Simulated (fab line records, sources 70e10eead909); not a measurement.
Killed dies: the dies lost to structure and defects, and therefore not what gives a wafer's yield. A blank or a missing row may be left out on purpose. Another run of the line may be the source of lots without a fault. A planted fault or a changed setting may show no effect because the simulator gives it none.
Problem report in the 8D (eight disciplines) form, filled by code :: flow nand-harc :: the parts of the form that need people (team, actions taken, sign-off) are left out

## 1. WHAT IS WRONG
NHARC_END_SORT_01, killed-at-array: mean 96 over 1 wafer from 1 lot; wafers with no fault: 27, standard deviation 11. That is +6.3 standard deviations from the usual mean.
Earliest sighting: wafer L531.2 on prober-02 at day 21 17:43. Wafers with a number at this step in the record: 33, from 11 lots. Rule for "out" (also "out of limits"): further than 4 standard deviations from the usual mean. All remaining wafers that have a number are taken as sound.

## 2. WHAT IT IS, WHAT IT ISN'T
question: which readings at this step
is: killed-at-array, killed-dies
is not: killed-at-other, killed-at-periphery, killed-open, killed-short

question: which lots
is: L531
is not: L526, L527, L532, L538, L539, L543, L544, L547, L548, L549

question: which wafers of those lots
is: L531.2
is not: L531.4, L531.5

question: read on which gauges
is: prober-02
is not: prober-01

question: when
is: from day 21 17:43
is not: up to then (9 sound wafers); but 23 sound wafers of L531, L538, L539, L543, L544, L547, L548, L549 came after

## 3. THE SUSPECTS, EACH WITH WHAT RULES IT OUT
Counting: if a tool at a process step up to the reading ran every lot that is out, it stays a suspect. Sound lots after the first of them don't rule it out here, since some wafers of a struck lot are sound.
- the gauge at NHARC_END_SORT_01: ruled out. All the wafers that are out were read on prober-02, but those of them that NHARC_A_BLC_ETCH_16 has rows for are out there too, on other tools.
- rie-diel-05 at NHARC_A_BLC_DESCUM_15 (chemistry O2, time 3 s): kept. L531, the lot that is out, went through it at day 19 03:49; up to then, the latest sound lot through it was L532 at day 18 18:05.
- rie-diel-05 at NHARC_A_BLC_ETCH_16 (etches the open film in CF4, target depth 39 nm, time 65 s): kept. L531, the lot that is out, went through it at day 19 04:07; up to then, the latest sound lot through it was L532 at day 18 18:10. Its own readings are out on those wafers: oes-product-au.
- cvd-w-02 at NHARC_A_BLC_CVD_24 (deposits W, target thk 150 nm, time 434 s): kept. L531, the lot that is out, went through it at day 21 17:43; up to then, the latest sound lot through it was L532 at day 21 03:04. NHARC_A_BLC_CVD_24: start missing for some lots; hours and lot order therefore follow NHARC_END_SORT_01.
- At NHARC_A_BLC_DESCUM_15 on rie-diel-05, chamber 0 took the sound wafers of the same lots and chamber 3 took the wafers that are out.
- At NHARC_A_BLC_ETCH_16, inside rie-diel-05: chamber 0 took the wafers that are out, while their sound lot-mates went through chambers 1, 2.
After the count, these remain: rie-diel-05 at NHARC_A_BLC_DESCUM_15, rie-diel-05 at NHARC_A_BLC_ETCH_16 and cvd-w-02 at NHARC_A_BLC_CVD_24.

## 4. THE CAUSE (what the simulator had put in)
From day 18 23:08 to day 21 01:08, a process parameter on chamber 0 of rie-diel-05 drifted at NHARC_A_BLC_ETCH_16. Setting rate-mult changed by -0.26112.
Counting left 3 suspects, and this tool is among them.

## 5. SEQUENCE OF EFFECTS, ordered by route
Rows list readings where the struck wafers' mean (over those with a number) sits beyond 3 standard deviations from the usual. Scope: only readings with a usual standard deviation given in the record; hours: median across lots of the time from each lot's start at the first step in this table that gives one to its start at this step; sigmas: change in usual standard deviations.
hours: 0
step: NHARC_A_BLC_ETCH_16
reading: oes-product-au
usual: 1.006 a.u.
on struck wafers: 0.837
change: -0.169
sigmas: -19

hours: 62
step: NHARC_END_SORT_01
reading: killed-at-array
usual: 27
on struck wafers: 96
change: +69
sigmas: +6.3

hours: 62
step: NHARC_END_SORT_01
reading: killed-dies
usual: 31
on struck wafers: 98
change: +67
sigmas: +5.6
Process steps it contains:
- NHARC_A_BLC_ETCH_16: etches the open film in CF4, target depth 39 nm, time 65 s.

## 6. HOW IT WOULD HAVE BEEN CAUGHT EARLIER
Counted from the fault's start at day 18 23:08, it took 67 hours until the first out-of-limits reading at a measuring or inspecting step in this record, taken at day 21 17:43.
At NHARC_A_BLC_ETCH_16, the tool's own readings (oes-product-au) were out on each struck wafer the step has a row for, so an alarm limit on them would have fired on the first such wafer.
The start of NHARC_A_BLC_ETCH_16 on rie-diel-05 came by day 21 17:43 for every one of the lots that are out (1). A hold on the tool at that time would have spared none of them.
